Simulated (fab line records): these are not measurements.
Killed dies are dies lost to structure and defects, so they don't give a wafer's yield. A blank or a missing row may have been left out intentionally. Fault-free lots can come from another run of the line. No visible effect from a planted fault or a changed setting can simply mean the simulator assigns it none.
What tool caused it?	flow n5_finfet	Sampling: 10 lots, 30 wafers, 2 of 1938 route steps

== WHAT THE GAUGES READ, wafer by wafer ==
N5_BEOL_M8_RS_MEAS_57: a four-point-probe measurement.
lot	measured	on	M8_RS (ohm/sq)
L204	day 10 16:05	film_metro-02	0.292 0.301 0.294
L205	day 10 21:54	film_metro-01	0.279 0.285 0.277
L206	day 10 23:45	film_metro-01	0.296 0.299 0.295
L208	day 11 07:25	film_metro-02	0.289 0.286 0.291
L212	day 12 00:52	film_metro-01	0.288 0.279 0.285
L213	day 12 05:58	film_metro-02	0.281 0.287 0.285
L214	day 12 15:43	film_metro-01	0.299 0.289 0.284
L217	day 13 11:10	film_metro-02	0.279 0.275 0.284
L222	day 14 14:50	film_metro-01	0.282 0.279 0.276
L226	day 15 22:58	film_metro-02	0.291 0.294 0.286

== EACH LOT AND THE TOOL THAT RAN IT (in order: tool; ch and the chambers of the sampled wafers; start) ==
lot	N5_BEOL_M8_CMP_52
L204	cmp-02 ch 0,1,3, day 10 15:39
L205	cmp-02 ch 0,1,2, day 10 21:31
L206	cmp-01 ch 0,1, day 10 23:22
L208	cmp-01 ch 0,2,3, day 11 07:01
L212	cmp-02 ch 0,2, day 12 00:26
L213	cmp-03 ch 1,3, day 12 05:35
L214	cmp-01 ch 0,1, day 12 15:17
L217	cmp-01 ch 0,1,3, day 13 10:49
L222	cmp-01 ch 1,2,3, day 14 14:24
L226	cmp-01 ch 0,2, day 15 22:35
- N5_BEOL_M8_CMP_52: polishes, stops on SiCOH lowk, t overpolish 6.9 s, target thk 80 nm.

== THE ANSWER, worked out from the rows above alone ==
Rule: the usual values come from the lots themselves. Put in order of their means at a reading, lots are off if they are a third of the lots or fewer, leave a main group of 4 or more, and stand apart from it by a gap of 3 or more times the standard deviation of the main group's means; of several such gaps the widest counts. Not used: any main group whose means are identical at the precision the tables above print for the reading. A lot without any number at a reading at which 4 lots or more have one is off too. All remaining lots with rows at the step are treated as sound.
No lot is off on any of the readings shown, so nothing can be concluded from this.

== WHAT THE SIMULATOR HAD INSERTED ==
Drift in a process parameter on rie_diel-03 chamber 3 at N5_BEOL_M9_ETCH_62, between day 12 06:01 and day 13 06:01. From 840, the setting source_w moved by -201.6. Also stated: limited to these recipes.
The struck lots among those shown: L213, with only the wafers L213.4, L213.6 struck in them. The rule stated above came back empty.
